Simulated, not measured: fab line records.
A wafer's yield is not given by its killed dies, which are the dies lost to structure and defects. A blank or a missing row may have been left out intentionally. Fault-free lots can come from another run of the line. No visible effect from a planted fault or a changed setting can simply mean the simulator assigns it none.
fab line records	flow n5_finfet
record lots=9	wafers=23	last_day=17
route steps=1938 shown BEOL_M10@1488 PASSIVATION@1936
lots untouched by any fault: they come from a run of this same line in which no faults occurred
start_h: the number of hours between the record's first day and the start of the first shown wafer of the lot	wait_h: how many hours have passed since the lot's step before this one	" identical to the entry in the row above	L1.1+2: one row covering several wafers at once	- no value present, or no start provided	* or withheld: withheld	< > ~ a bound
route shown NAME@n: a module of which the file shows steps, and the number in the route of the first	usual: mean/standard deviation of fault-free wafers	same: alike in all rows	chamber/n: place in a boat	sites: the reading at each site	_std_site: how widely they spread, as a standard deviation	_edge_site: the outer-site mean with the inner-site mean subtracted	radius_mm: for every site, how far away it sits from the centre of the wafer	mask NAME#n: copy n	behind: the last tool/chamber to shape the wafer	hold: reason for holding the lot/hours on hold/outcome of the hold	device: whichever transistor did not switch (one of n, p or np)	end of line: tests of these same wafers at the route's end	a step without rows: its recipe alone	killed: at the first sort, the dies lost to defects and structure; wafer yield is something else	map: shows each die of a wafer: x if killed, . if not, _ if none is there
set.NAME: setting as actually run; set.NAME@STEP: the setting as run at that earlier step	model.NAME: the simulator's own value behind a step, which no gauge read
route steps across a sampled set of lots; one table per step, one row per wafer
services: the hour from which a tool's chamber was out of use, counted from the record's first day as start_h (under 0 if before that day), plus the number of hours and why
## steps
# step N5_BEOL_M10_ETCH_62
# recipe chemistry=N2/H2	target=SOC	target_depth_a=1100	overetch_a=220	mask_material=SiARC	temp_c=40	time_s=165	ion_energy_ev=200	pressure_mtorr=30	source_w=840	bias_w=150	n2_flow_sccm=200	h2_flow_sccm=200
# usual drypump_motor_current_A=5.7/0.44	oes_product_au=0.69/0.072	rf_fwd_power_W=837.4/2.3	rf_vpp_V=524.8/2.1	showerhead_plenum_p_Torr=2.58/0.08	throttle_valve_pct=17.76/0.19
lot.wafer	tool	chamber	start_h	wait_h	drypump_motor_current_A	oes_product_au	rf_fwd_power_W	rf_hours_counter_h	rf_vpp_V	showerhead_plenum_p_Torr	throttle_valve_pct
L860.1	rie_diel-04	0	207.74	0.0	5.9	0.77	836.7	25	521.3	2.51	17.70
L860.3	"	1	"	"	5.1	0.58	838.9	242	526.9	2.60	18.15
L860.5	"	2	"	"	4.8	0.57	835.2	-	525.6	2.60	18.30
L862.2	rie_diel-06	0	220.89	0.0	5.7	0.64	837.3	145	523.9	2.55	17.68
L862.4	"	2	"	"	6.1	0.63	836.1	182	526.6	2.67	17.67
L871.6	rie_diel-05	3	275.13	0.1	5.6	0.73	840.1	-	529.5	2.72	17.87
L870.3	rie_diel-04	0	279.95	0.0	5.9	0.73	839.8	54	521.6	2.50	17.76
L870.6	"	0	"	"	5.9	0.73	836.1	-	522.3	2.50	17.75
L873.1	rie_diel-04	0	295.14	0.0	5.9	0.72	831.0	62	521.7	2.49	17.76
L873.2	"	3	"	"	5.4	0.72	834.8	48	522.0	2.46	17.45
L873.3	"	1	"	"	5.1	0.79	841.0	16	525.1	2.58	17.82
L876.2	rie_diel-05	3	311.30	0.0	5.6	0.70	838.3	59	527.0	2.71	17.89
L876.4	"	1	"	"	5.2	0.77	835.0	39	526.2	2.59	17.71
L876.6	"	1	"	"	5.2	0.75	837.1	-	524.0	2.59	17.71
L879.1	rie_diel-05	3	341.65	0.0	5.6	0.69	840.6	71	528.2	2.71	17.92
L879.2	"	2	"	"	6.3	0.64	837.2	153	526.9	2.65	17.82
L879.3	"	1	"	"	5.2	0.76	837.6	51	524.8	2.59	17.72
L880.2	rie_diel-06	1	341.81	0.0	6.2	0.79	836.9	22	521.3	2.46	17.35
L880.3	"	0	"	"	5.7	0.61	836.9	189	521.9	2.53	17.77
L880.5	"	3	"	"	5.8	0.59	836.8	-	522.9	2.51	18.15
L883.1	rie_diel-04	2	356.97	0.0	4.8	0.75	836.2	43	525.4	2.59	17.91
L883.3	"	0	"	"	5.9	0.69	838.0	84	521.4	2.49	17.79
L883.6	"	2	"	"	4.8	0.75	837.4	-	523.7	2.59	17.90
# step N5_BEOL_M10_STRIP_19
# recipe chemistry=O2	power_w=400	temp_c=40	pressure_mtorr=30	rf_frequency_hz=6e+07	bias_power_w=0	overash_fraction=0.2	o2_flow_sccm=225
# usual drypump_motor_current_A=5.7/0.42	o2_flow_sccm=225.0/0.66	oes_product_au=0.81/0.09	rf_vpp_V=3.7/0.6	showerhead_plenum_p_Torr=2.12/0.065	throttle_valve_pct=16.55/0.16
lot.wafer	tool	chamber	start_h	wait_h	drypump_motor_current_A	o2_flow_sccm	oes_product_au	rf_hours_counter_h	rf_vpp_V	showerhead_plenum_p_Torr	throttle_valve_pct
L860.1	rie_diel-05	0	208.04	0.1	6.1	225.2	0.74	204	4.8	2.14	16.41
L860.3	"	2	"	"	6.3	225.7	0.79	109	3.7	2.22	16.67
L860.5	"	3	"	"	5.6	223.8	0.90	-	2.8	2.24	16.47
L862.2	rie_diel-05	1	221.27	0.1	5.2	225.2	0.98	8	3.2	2.15	16.44
L862.4	"	3	"	"	5.6	224.5	0.88	27	3.5	2.23	16.47
L871.6	rie_diel-04	3	275.51	0.2	5.4	225.0	0.87	-	3.5	2.07	16.60
L870.3	rie_diel-04	2	280.24	0.1	4.8	224.7	0.94	16	4.0	2.15	16.64
L870.6	"	3	"	"	5.4	225.1	0.88	-	3.5	2.07	16.59
L873.1	rie_diel-04	3	295.47	0.1	5.4	224.8	0.87	48	3.3	2.07	16.58
L873.2	"	0	"	"	5.9	224.1	0.85	62	4.3	2.04	16.47
L873.3	"	2	"	"	4.8	223.8	0.92	21	3.3	2.15	16.66
L876.2	rie_diel-05	0	311.73	0.2	6.1	225.4	0.70	238	4.3	2.13	16.50
L876.4	"	3	"	"	5.6	225.3	0.83	59	2.8	2.22	16.52
L876.6	"	3	"	"	5.6	224.6	0.84	-	2.7	2.22	16.55
L879.1	rie_diel-06	2	341.98	0.1	6.1	226.5	0.71	226	4.0	2.15	16.40
L879.2	"	3	"	"	5.8	224.3	0.70	244	4.2	2.03	16.77
L879.3	"	1	"	"	6.1	225.3	0.92	22	4.8	2.07	16.36
L880.2	rie_diel-05	3	342.15	0.1	5.6	225.3	0.82	71	3.9	2.22	16.55
L880.3	"	1	"	"	5.2	224.8	0.89	51	4.5	2.13	16.53
L880.5	"	3	"	"	5.6	224.4	0.82	-	5.0	2.22	16.56
L883.1	rie_diel-04	3	357.27	0.1	5.4	225.0	0.83	69	3.3	2.06	16.66
L883.3	"	0	"	"	5.9	225.9	0.81	84	3.4	2.03	16.49
L883.6	"	2	"	"	4.8	225.2	0.88	-	3.7	2.14	16.68
# step N5_BEOL_M10_ETCH_65
# recipe chemistry=CF4	target=SiARC	target_depth_a=390	mask_material=CAR-ArF	time_s=65	ion_energy_ev=80	pressure_mtorr=40	source_w=545	bias_w=36	Ar_flow_sccm=100	cf4_flow_sccm=100	ends=cleared
# usual drypump_motor_current_A=5.7/0.42	etch_rf_on_time_s=64.8/2.6	oes_product_au=0.69/0.078	rf_fwd_power_W=538/3.1	rf_vpp_V=184.2/1	showerhead_plenum_p_Torr=2.16/0.054	throttle_valve_pct=15.52/0.22
lot.wafer	tool	chamber	start_h	wait_h	drypump_motor_current_A	etch_rf_on_time_s	oes_product_au	rf_fwd_power_W	rf_hours_counter_h	rf_vpp_V	showerhead_plenum_p_Torr	throttle_valve_pct
L860.1	rie_diel-06	3	209.77	0.0	5.8	62.6	0.63	544	203	183.0	2.14	15.87
L860.3	"	2	"	"	6.1	62.3	0.65	532	178	185.6	2.21	15.21
L860.5	"	2	"	"	6.1	62.0	0.65	535	-	184.0	2.21	15.26
L862.2	rie_diel-06	0	223.22	0.0	5.7	67.6	0.63	541	146	183.5	2.15	15.51
L862.4	"	3	"	"	5.8	61.8	0.63	543	208	185.0	2.14	15.90
L871.6	rie_diel-06	0	278.71	0.0	5.7	68.4	0.61	543	-	185.2	2.14	15.55
L870.3	rie_diel-05	3	280.85	0.0	5.6	63.7	0.74	536	47	186.5	2.26	15.40
L870.6	"	1	"	"	5.2	63.9	0.79	536	-	185.6	2.19	15.48
L873.1	rie_diel-04	0	295.95	0.0	5.9	62.0	0.74	539	62	184.3	2.08	15.31
L873.2	"	1	"	"	5.1	62.3	0.81	534	16	184.9	2.18	15.62
L873.3	"	2	"	"	4.8	68.3	0.77	538	21	184.4	2.18	15.51
L876.2	rie_diel-04	2	313.24	0.0	4.8	67.4	0.76	537	27	183.0	2.18	15.55
L876.4	"	1	"	"	5.1	61.8	0.81	534	22	182.9	2.18	15.63
L876.6	"	3	"	"	5.4	65.5	0.72	534	-	182.8	2.09	15.43
L880.2	rie_diel-04	2	345.00	0.0	4.8	68.1	0.73	539	37	184.1	2.18	15.56
L880.3	"	0	"	"	5.9	61.9	0.73	538	78	184.8	2.07	15.37
L880.5	"	3	"	"	5.4	65.6	0.71	535	-	183.3	2.09	15.42
L879.1	rie_diel-04	3	346.20	0.0	5.4	66.8	0.70	534	64	183.7	2.09	15.44
L879.2	"	1	"	"	5.1	62.8	0.80	535	29	183.9	2.18	15.66
L879.3	"	2	"	"	4.8	68.6	0.74	540	38	184.5	2.18	15.56
L883.1	rie_diel-05	2	358.21	0.0	6.3	62.3	0.66	539	161	185.9	2.24	15.70
L883.3	"	1	"	"	5.2	64.0	0.75	541	59	185.5	2.18	15.53
L883.6	"	2	"	"	6.3	63.1	0.65	537	-	185.1	2.24	15.70
# step N5_BEOL_M10_TRENCH_ETCH_37
# recipe chemistry=C4F6/O2	target_depth_a=1488.3	target=SiCOH_lowk	time_s=48	ion_energy_ev=250	pressure_mtorr=30	source_w=345	bias_w=185	Ar_flow_sccm=300	C4F6_flow_sccm=10	O2_flow_sccm=10
# usual drypump_motor_current_A=5.7/0.42	oes_f_703_au=0.81/0.096	oes_product_au=0.81/0.093	rf_fwd_power_W=341.1/1.8	rf_vpp_V=671/28	showerhead_plenum_p_Torr=2.87/0.065	throttle_valve_pct=20.85/0.22
lot.wafer	tool	chamber	start_h	wait_h	drypump_motor_current_A	oes_f_703_au	oes_product_au	rf_fwd_power_W	rf_hours_counter_h	rf_vpp_V	showerhead_plenum_p_Torr	throttle_valve_pct
L860.1	rie_diel-06	3	210.04	-	5.8	0.72	0.74	340.3	203	696	2.84	21.24
L860.3	"	2	"	"	6.1	0.78	0.75	339.0	178	665	2.95	20.53
L860.5	"	2	"	"	6.1	0.77	0.76	338.9	-	666	2.95	20.53
L862.2	rie_diel-06	0	223.50	-	5.7	0.71	0.74	344.0	146	715	2.86	20.78
L862.4	"	3	"	"	5.8	0.72	0.73	343.7	208	696	2.84	21.24
L871.6	rie_diel-06	0	278.98	-	5.7	1.19	0.82	550.1	-	565	2.85	20.83
L870.3	rie_diel-05	3	281.12	-	5.6	0.90	0.84	340.9	47	620	2.98	20.63
L870.6	"	1	"	"	5.2	0.92	0.94	341.8	-	682	2.91	20.79
L873.1	rie_diel-04	0	296.23	-	5.9	0.88	0.87	341.5	62	643	2.77	20.70
L873.2	"	1	"	"	5.1	0.99	0.94	339.2	17	645	2.90	21.06
L873.3	"	2	"	"	4.8	0.88	0.90	339.5	22	684	2.90	20.90
L876.2	rie_diel-04	2	313.51	-	4.8	0.87	0.89	341.1	27	685	2.89	20.91
L876.4	"	1	"	"	5.1	0.98	0.92	340.0	22	646	2.90	21.06
L876.6	"	3	"	"	5.4	0.83	0.85	340.1	-	663	2.80	20.90
L880.2	rie_diel-04	2	345.28	-	4.8	0.85	0.87	340.3	37	685	2.89	20.94
L880.3	"	0	"	"	5.9	0.86	0.84	341.5	78	643	2.76	20.73
L880.5	"	3	"	"	5.4	0.82	0.83	338.0	-	662	2.79	20.93
L879.1	rie_diel-04	3	346.47	-	5.4	0.81	0.84	338.6	64	664	2.79	20.92
L879.2	"	1	"	"	5.1	0.96	0.91	340.5	29	646	2.90	21.08
L879.3	"	2	"	"	4.8	0.86	0.87	341.1	38	684	2.89	20.92
L883.1	rie_diel-05	2	358.49	-	6.4	0.82	0.76	339.5	161	615	2.98	21.07
L883.3	"	1	"	"	5.2	0.87	0.88	340.3	59	683	2.89	20.84
L883.6	"	2	"	"	6.4	0.81	0.76	340.4	-	615	2.98	21.09
# step N5_BEOL_M10_OCD_MEAS_38
# usual trench_depth_nm=149/3.6
lot.wafer	tool	chamber	start_h	wait_h	trench_depth_nm
L860.1	ocd-02	-	210.22	-	154
L860.3	"	-	"	"	153
L860.5	"	-	"	"	153
L862.2	ocd-01	-	223.68	-	143
L862.4	"	-	"	"	154
L871.6	ocd-01	-	279.15	-	173
L870.3	ocd-01	-	281.31	-	149
L870.6	"	-	"	"	154
L873.1	ocd-01	-	296.41	-	155
L873.2	"	-	"	"	153
L873.3	"	-	"	"	145
L876.2	ocd-02	-	313.70	-	143
L876.4	"	-	"	"	151
L876.6	"	-	"	"	150
L880.2	ocd-02	-	345.46	-	144
L880.3	"	-	"	"	154
L880.5	"	-	"	"	147
L879.1	ocd-01	-	346.65	-	147
L879.2	"	-	"	"	152
L879.3	"	-	"	"	144
L883.1	ocd-02	-	358.67	-	150
L883.3	"	-	"	"	152
L883.6	"	-	"	"	149
# step N5_BEOL_M10_THK_MEAS_53
# recipe thk_meas_gauge=xrf	reads=Cu_of_BEOL_M10_ECD_50
# usual M10_THK=141/4
lot.wafer	tool	chamber	start_h	wait_h	M10_THK[nm]
L860.1	film_metro-02	-	212.65	-	146
L860.3	"	-	"	"	147
L860.5	"	-	"	"	146
L862.2	film_metro-02	-	225.95	-	134
L862.4	"	-	"	"	145
L871.6	film_metro-01	-	281.73	-	165
L870.3	film_metro-02	-	284.17	-	141
L870.6	"	-	"	"	147
L873.1	film_metro-01	-	298.65	-	147
L873.2	"	-	"	"	143
L873.3	"	-	"	"	135
L876.2	film_metro-02	-	317.82	-	135
L876.4	"	-	"	"	145
L876.6	"	-	"	"	144
L880.2	film_metro-01	-	348.58	-	136
L880.3	"	-	"	"	146
L880.5	"	-	"	"	139
L879.1	film_metro-02	-	350.46	-	140
L879.2	"	-	"	"	143
L879.3	"	-	"	"	136
L883.1	film_metro-02	-	361.08	-	143
L883.3	"	-	"	"	143
L883.6	"	-	"	"	141
# step N5_BEOL_M10_RS_MEAS_57
# recipe thk_meas_gauge=four-point-probe	reads=Cu_of_BEOL_M10_ECD_50+Co_of_BEOL_M10_CVD_75+TaN_of_BEOL_M10_ALD_74
# usual M10_RS=0.151/0.0047
lot.wafer	tool	chamber	start_h	wait_h	M10_RS[ohm/sq]
L860.1	film_metro-01	-	212.81	0.1	0.145
L860.3	"	-	"	"	0.145
L860.5	"	-	"	"	0.146
L862.2	film_metro-01	-	226.12	0.1	0.160
L862.4	"	-	"	"	0.146
L871.6	film_metro-01	-	281.87	0.0	0.127
L870.3	film_metro-01	-	284.30	0.1	0.152
L870.6	"	-	"	"	0.146
L873.1	film_metro-02	-	298.79	0.1	0.145
L873.2	"	-	"	"	0.149
L873.3	"	-	"	"	0.159
L876.2	film_metro-02	-	317.96	0.1	0.160
L876.4	"	-	"	"	0.149
L876.6	"	-	"	"	0.150
L880.2	film_metro-01	-	348.72	0.1	0.157
L880.3	"	-	"	"	0.144
L880.5	"	-	"	"	0.153
L879.1	film_metro-02	-	350.60	0.1	0.152
L879.2	"	-	"	"	0.149
L879.3	"	-	"	"	0.158
L883.1	film_metro-02	-	361.21	0.1	0.149
L883.3	"	-	"	"	0.149
L883.6	"	-	"	"	0.151
# step N5_PASSIVATION_PROBE_49
# usual defect_limited_yield=91.8/1.5	killed_at_M0_to_M3=33/11	killed_at_M4_up=13/5	killed_at_contacts=11/5.6	killed_at_front_end=36/12	killed_at_other=3.4/2.5	killed_dies=97/18	killed_on_rim=12/4.2	killed_open=64/13	killed_short=31/6.9	sort_bin_4_leakage=0.01/0.048	sort_bin_5_function=4.8/1	sort_bin_6_memory=3.1/0.64	sort_bin_8_speed=0.00/0.014	sort_n_pass=1083/18	sort_yield_pct=91.8/1.5
# same gross_dies=1180	killed_at_back_side=0
lot.wafer	tool	chamber	start_h	wait_h	defect_limited_yield[%]	killed_at_M0_to_M3	killed_at_M4_up	killed_at_contacts	killed_at_front_end	killed_at_other	killed_dies	killed_on_rim	killed_open	killed_short	sort_bin_4_leakage[%]	sort_bin_5_function[%]	sort_bin_6_memory[%]	sort_bin_8_speed[%]	sort_n_pass	sort_yield_pct[%]
L860.1	prober-02	-	266.92	0.0	93.1	10	18	12	36	5	81	9	49	31	0	4.2	2.5	0	1099	93.1
L860.3	prober-02	-	267.02	0.1	91.7	28	21	23	24	2	98	12	70	28	0	5.3	2.8	0	1082	91.7
L860.5	prober-02	-	267.12	0.2	91.5	32	17	12	33	6	100	14	67	32	0	5.0	3.0	0.08	1080	91.5
L870.3	prober-01	-	325.55	0.1	92.8	24	23	11	27	0	85	12	51	32	0	4.3	2.8	0	1095	92.8
L870.6	prober-01	-	325.70	0.3	92.5	19	22	9	37	2	89	16	64	24	0	4.0	3.4	0	1091	92.5
L873.1	prober-02	-	347.92	0.0	90.2	31	10	24	49	2	116	20	71	41	0	5.8	3.7	0	1064	90.2
L873.2	prober-02	-	347.97	0.1	90.1	40	19	20	37	1	117	9	83	34	0	6.4	3.3	0	1063	90.1
L873.3	prober-02	-	348.02	0.1	92.0	34	8	20	27	5	94	12	66	26	0	4.6	3.4	0	1086	92.0
L876.2	prober-01	-	370.22	0.1	89.1	46	22	20	36	5	129	18	81	41	0	5.7	4.6	0	1051	89.1
L876.4	prober-01	-	370.32	0.2	90.1	34	20	23	34	6	117	17	79	36	0	5.6	4.3	0	1063	90.1
L876.6	prober-01	-	370.42	0.3	91.2	21	13	11	54	5	104	17	63	33	0	4.6	3.6	0	1076	91.2
L879.1	prober-02	-	400.22	0.0	91.9	44	7	17	20	8	96	17	66	28	0	5.3	2.8	0	1084	91.9
L879.2	prober-02	-	400.27	0.1	93.1	36	3	11	27	4	81	4	53	28	0	4.2	2.5	0	1099	93.1
L879.3	prober-02	-	400.32	0.1	92.5	38	8	5	32	6	89	14	54	35	0	4.0	3.1	0	1091	92.5
L883.1	prober-01	-	409.45	0.0	91.7	36	12	11	35	4	98	15	63	33	0	5.3	2.9	0	1082	91.7
L883.3	prober-01	-	409.55	0.1	89.6	48	14	3	52	6	123	16	85	38	0	6.0	4.2	0	1057	89.6
L883.6	prober-01	-	409.70	0.3	89.8	56	21	10	24	9	120	8	77	41	0	6.0	3.9	0	1060	89.8
# killed by level:class
L860.1 FIN_SAQP:geometric_particle:open=14 FIN_SAQP:geometric_particle:short=11 BEOL_M4:geometric_particle:open=10 MOL_CONTACT_COAG:geometric_particle:open=9 MOL_CONTACT_COAG:geometric_particle:short=3 MIM_TOP:geometric_particle:short=3 STARTING-WAFER:geometric_particle:short=3 GATE_CUT:geometric_particle:short=2
L860.3 MOL_CONTACT_COAG:geometric_particle:open=18 BEOL_M0_SAQP:geometric_particle:short=10 BEOL_M4:geometric_particle:open=9 FIN_SAQP:geometric_particle:open=8 BEOL_M0_SAQP:geometric_particle:open=8 MOL_CONTACT_COAG:geometric_particle:short=5 STI_FIN_REVEAL:geometric_particle:open=3 BEOL_M1:geometric_particle:open=3
L860.5 FIN_SAQP:geometric_particle:open=12 MOL_CONTACT_COAG:geometric_particle:open=10 BEOL_M0_SAQP:geometric_particle:short=9 BEOL_M4:geometric_particle:open=9 BEOL_M0_SAQP:geometric_particle:open=8 STARTING-WAFER:geometric_particle:open=5 BEOL_M1:geometric_particle:open=4 BEOL_M3:geometric_particle:open=4
L870.3 MOL_CONTACT_COAG:geometric_particle:open=8 BEOL_M4:geometric_particle:open=8 BEOL_M0_SAQP:geometric_particle:short=7 FIN_SAQP:geometric_particle:open=6 BEOL_M0_SAQP:geometric_particle:open=5 BEOL_M2:geometric_particle:open=5 BEOL_M4:geometric_particle:short=5 STARTING-WAFER:geometric_particle:open=5
L870.6 DUMMY_GATE:geometric_particle:open=8 MOL_CONTACT_COAG:geometric_particle:open=8 BEOL_M4:geometric_particle:open=8 FIN_SAQP:geometric_particle:open=7 BEOL_M1:geometric_particle:open=5 BEOL_M3:geometric_particle:open=5 STI_FIN_REVEAL:geometric_particle:open=4 STI_FIN_REVEAL:geometric_particle:short=4
L873.1 BEOL_M0_SAQP:geometric_particle:open=14 MOL_CONTACT_COAG:geometric_particle:short=12 MOL_CONTACT_COAG:geometric_particle:open=11 DUMMY_GATE:geometric_particle:open=7 BEOL_M0_SAQP:geometric_particle:short=7 GATE_CUT:geometric_particle:short=6 FIN_SAQP:geometric_particle:short=5 STI_FIN_REVEAL:geometric_particle:open=5
L873.2 MOL_CONTACT_COAG:geometric_particle:open=16 BEOL_M0_SAQP:geometric_particle:open=10 FIN_SAQP:geometric_particle:open=9 DUMMY_GATE:geometric_particle:open=8 BEOL_M3:geometric_particle:open=7 BEOL_M0_SAQP:geometric_particle:short=6 BEOL_M2:geometric_particle:open=6 BEOL_M4:geometric_particle:open=6
L873.3 MOL_CONTACT_COAG:geometric_particle:open=15 BEOL_M0_SAQP:geometric_particle:short=11 BEOL_M0_SAQP:geometric_particle:open=8 DUMMY_GATE:geometric_particle:open=7 BEOL_M1:geometric_particle:open=6 BEOL_M2:geometric_particle:open=6 STARTING-WAFER:geometric_particle:open=5 SPACER0:geometric_particle:open=3
L876.2 MOL_CONTACT_COAG:geometric_particle:open=18 BEOL_M1:geometric_particle:open=11 FIN_SAQP:geometric_particle:short=10 BEOL_M3:geometric_particle:open=9 BEOL_M0_SAQP:geometric_particle:short=7 BEOL_M0_SAQP:geometric_particle:open=6 STI_FIN_REVEAL:geometric_particle:open=5 BEOL_M4:geometric_particle:open=5
L876.4 MOL_CONTACT_COAG:geometric_particle:open=20 BEOL_M4:geometric_particle:open=10 FIN_SAQP:geometric_particle:short=7 BEOL_M0_SAQP:geometric_particle:open=7 FIN_SAQP:geometric_particle:open=6 STI_FIN_REVEAL:geometric_particle:open=6 BEOL_M0_SAQP:geometric_particle:short=6 BEOL_M1:geometric_particle:open=6
L876.6 STI_FIN_REVEAL:geometric_particle:open=11 MOL_CONTACT_COAG:geometric_particle:open=11 FIN_SAQP:geometric_particle:short=10 BEOL_M4:geometric_particle:open=8 BEOL_M1:geometric_particle:open=8 HKMG_FIN:area_etch=7 DUMMY_GATE:geometric_particle:open=6 FIN_SAQP:geometric_particle:open=5
L879.1 BEOL_M2:geometric_particle:open=20 MOL_CONTACT_COAG:geometric_particle:open=13 BEOL_M0_SAQP:geometric_particle:short=12 BEOL_M0_SAQP:geometric_particle:open=7 FIN_SAQP:geometric_particle:open=3 STI_FIN_REVEAL:geometric_particle:open=3 MOL_CONTACT_COAG:geometric_particle:short=3 FIN_SAQP:geometric_particle:short=2
L879.2 MOL_CONTACT_COAG:geometric_particle:open=11 BEOL_M0_SAQP:geometric_particle:short=9 BEOL_M3:geometric_particle:open=9 BEOL_M0_SAQP:geometric_particle:open=8 FIN_SAQP:geometric_particle:short=7 BEOL_M2:geometric_particle:open=5 STI_FIN_REVEAL:geometric_particle:open=3 DUMMY_GATE:geometric_particle:open=3
L879.3 BEOL_M0_SAQP:geometric_particle:short=9 BEOL_M2:geometric_particle:open=6 DUMMY_GATE:geometric_particle:open=6 BEOL_M1:geometric_particle:open=6 BEOL_M3:geometric_particle:open=6 STARTING-WAFER:geometric_particle:short=6 BEOL_M0_SAQP:geometric_particle:open=5 MOL_CONTACT_COAG:geometric_particle:open=4
L883.1 BEOL_M2:geometric_particle:open=11 STI_FIN_REVEAL:geometric_particle:open=10 MOL_CONTACT_COAG:geometric_particle:open=10 BEOL_M0_SAQP:geometric_particle:short=8 BEOL_M3:geometric_particle:open=7 STARTING-WAFER:geometric_particle:short=6 FIN_SAQP:geometric_particle:open=4 BEOL_M1:geometric_particle:open=4
L883.3 FIN_SAQP:geometric_particle:open=23 BEOL_M1:geometric_particle:open=16 FIN_SAQP:geometric_particle:short=10 BEOL_M0_SAQP:geometric_particle:open=8 BEOL_M2:geometric_particle:open=8 BEOL_M0_SAQP:geometric_particle:short=6 DUMMY_GATE:geometric_particle:open=4 BEOL_M3:geometric_particle:open=4
L883.6 BEOL_M2:geometric_particle:open=15 BEOL_M1:geometric_particle:open=10 BEOL_M0_SAQP:geometric_particle:open=10 BEOL_M3:geometric_particle:short=10 BEOL_M0_SAQP:geometric_particle:short=7 FIN_SAQP:geometric_particle:open=6 MOL_CONTACT_COAG:geometric_particle:open=6 BEOL_M4:geometric_particle:open=6
## services
tool	chamber	start_h	hours	kind
rie_diel-06	0	207.22	4.4	repair
rie_diel-04	2	217.90	5.7	repair
rie_diel-04	2	223.62	-	clean
rie_diel-04	2	223.62	-	consumable_replace:focus_ring
rie_diel-04	2	223.62	14.5	scheduled_down
rie_diel-04	2	223.62	14.5	vent_cycle
rie_diel-05	0	230.90	5.1	repair
rie_diel-04	1	238.23	-	clean
rie_diel-04	1	238.23	-	consumable_replace:focus_ring
rie_diel-04	1	238.23	16.5	scheduled_down
rie_diel-04	1	238.23	16.5	vent_cycle
rie_diel-06	3	245.02	16.7	repair
rie_diel-06	1	261.75	-	clean
rie_diel-06	1	261.75	-	consumable_replace:focus_ring
rie_diel-06	1	261.75	17.4	scheduled_down
rie_diel-06	1	261.75	17.4	vent_cycle
rie_diel-06	2	302.78	3.3	repair
rie_diel-04	3	307.04	5.2	repair
rie_diel-04	1	324.53	5.2	repair
rie_diel-05	2	336.31	4.8	repair
rie_diel-05	0	341.11	-	clean
rie_diel-05	0	341.11	-	consumable_replace:focus_ring
rie_diel-05	0	341.11	30.5	scheduled_down
rie_diel-05	0	341.11	30.5	vent_cycle
## key
first_sign step=N5_BEOL_M10_TRENCH_ETCH_37	reading=rf_fwd_power_W	direction=up	sigmas=99+	usual=*	struck=*
effect step=N5_BEOL_M10_TRENCH_ETCH_37	reading=oes_f_703_au	direction=up	sigmas=4	usual=0.81	struck=1.19
effect step=N5_BEOL_M10_OCD_MEAS_38	reading=trench_depth_nm	direction=up	sigmas=6.8	usual=149	struck=173
effect step=N5_BEOL_M10_THK_MEAS_53	reading=M10_THK	direction=up	sigmas=5.9	usual=141	struck=165
effect step=N5_BEOL_M10_RS_MEAS_57	reading=M10_RS	direction=down	sigmas=5.1	usual=0.151	struck=0.127
met_at N5_BEOL_M10_TRENCH_ETCH_37
struck_lots L871
struck_wafers L871.6
rows_end L871.6
not_acting_at N5_BEOL_M10_ETCH_62,N5_BEOL_M10_STRIP_19,N5_BEOL_M10_ETCH_65
onset_between 223.50 278.98
fault kind=process_parameter_drift	tool=rie_diel-06	chamber=0	onset_h=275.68	steps=N5_BEOL_M10_TRENCH_ETCH_37	channel=source_w	offset=207	shape=step	acts_in=these_recipes_only	stated=345
# rows_end: these wafers met a further fault down the route, and their rows from its step on are left out
